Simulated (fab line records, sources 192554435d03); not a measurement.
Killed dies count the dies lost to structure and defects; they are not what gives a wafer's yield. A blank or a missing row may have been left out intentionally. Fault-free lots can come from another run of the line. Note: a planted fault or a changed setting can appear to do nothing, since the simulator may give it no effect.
Matching of chambers + flow n5 finfet + ald metal-04 running N5_BEOL_M4_ALD_84: 4 sister chambers
The step deposits TaN, pulse time 2 s, purge time 3 s, co reactant purge time 2 s. 20 wafers are shown with their chamber, then 10 later ones without.

EACH WAFER AND ITS CHAMBER
| wafer  | chamber | heater power w (W) | chamber pressure Torr (Torr) |
|--------|---------|--------------------|------------------------------|
| L074.3 | 2       | 436                | 2.997                        |
| L074.5 | 0       | 430                | 3.000                        |
| L074.6 | 1       | 416                | 3.004                        |
| L077.2 | 2       | 430                | 3.009                        |
| L077.5 | 3       | 465                | 3.007                        |
| L077.6 | 2       | 421                | 3.011                        |
| L085.2 | 0       | 435                | 3.019                        |
| L085.4 | 2       | 424                | 2.998                        |
| L085.5 | 1       | 415                | 2.997                        |
| L087.3 | 0       | 425                | 2.996                        |
| L087.4 | 3       | 451                | 3.002                        |
| L087.5 | 2       | 422                | 3.017                        |
| L088.1 | 1       | 407                | 3.000                        |
| L088.3 | 0       | 428                | 3.000                        |
| L088.5 | 0       | 424                | 3.001                        |
| L089.1 | 0       | 419                | 3.004                        |
| L089.5 | 0       | 414                | 3.003                        |
| L089.6 | 3       | 446                | 3.004                        |
| L091.1 | 1       | 423                | 3.010                        |
| L091.2 | 0       | 421                | 3.004                        |

SIGNATURES (averages over the wafers above)
| reading               | chamber 0 | chamber 1 | chamber 2 | chamber 3 | scatter within a chamber |
|-----------------------|-----------|-----------|-----------|-----------|--------------------------|
| heater power w        | 424.50    | 415.25    | 426.60    | 454.00    | 7.02                     |
| chamber pressure Torr | 3.00338   | 3.00275   | 3.00640   | 3.00433   | 0.00678                  |
Rule: for each reading, subtract the chamber's mean from the wafer's reading, divide by that reading's scatter and square the result; add these up over the readings and take the root, which gives the wafer's distance from the chamber. If the next closest chamber is less than 2 further off than the closest, the wafer can't be placed; otherwise it belongs to the closest. The scatter: take each reading less its chamber's mean, square it, sum over the shown wafers, divide by the number of wafers less the number of chambers, and take the root.

WAFERS WITHOUT THEIR CHAMBER
| wafer  | heater power w (W) | chamber pressure Torr (Torr) |
|--------|--------------------|------------------------------|
| L091.6 | 476                | 3.005                        |
| L092.1 | 435                | 3.008                        |
| L092.3 | 422                | 3.009                        |
| L092.4 | 415                | 3.015                        |
| L093.2 | 436                | 3.008                        |
| L093.4 | 420                | 2.996                        |
| L093.5 | 426                | 3.010                        |
| L095.2 | 425                | 3.009                        |
| L095.3 | 427                | 3.002                        |
| L095.5 | 463                | 3.003                        |

CHAMBER TAKEN BY EACH
| wafer  | from the rows above               | in truth |
|--------|-----------------------------------|----------|
| L091.6 | 3                                 | 3        |
| L092.1 | can't be placed: 2 or 0 or 3 or 1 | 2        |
| L092.3 | can't be placed: 2 or 0 or 1      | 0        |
| L092.4 | can't be placed: 1 or 2 or 0      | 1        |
| L093.2 | can't be placed: 2 or 0 or 3 or 1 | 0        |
| L093.4 | can't be placed: 1 or 0 or 2      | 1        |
| L093.5 | can't be placed: 2 or 0 or 1      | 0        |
| L095.2 | can't be placed: 2 or 0 or 1      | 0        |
| L095.3 | can't be placed: 0 or 2 or 1      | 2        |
| L095.5 | 3                                 | 3        |
Correctly placed: 2 of 10. Not placeable from these rows: 8 (in 8, the candidates include the true chamber). 0 placed wrongly.
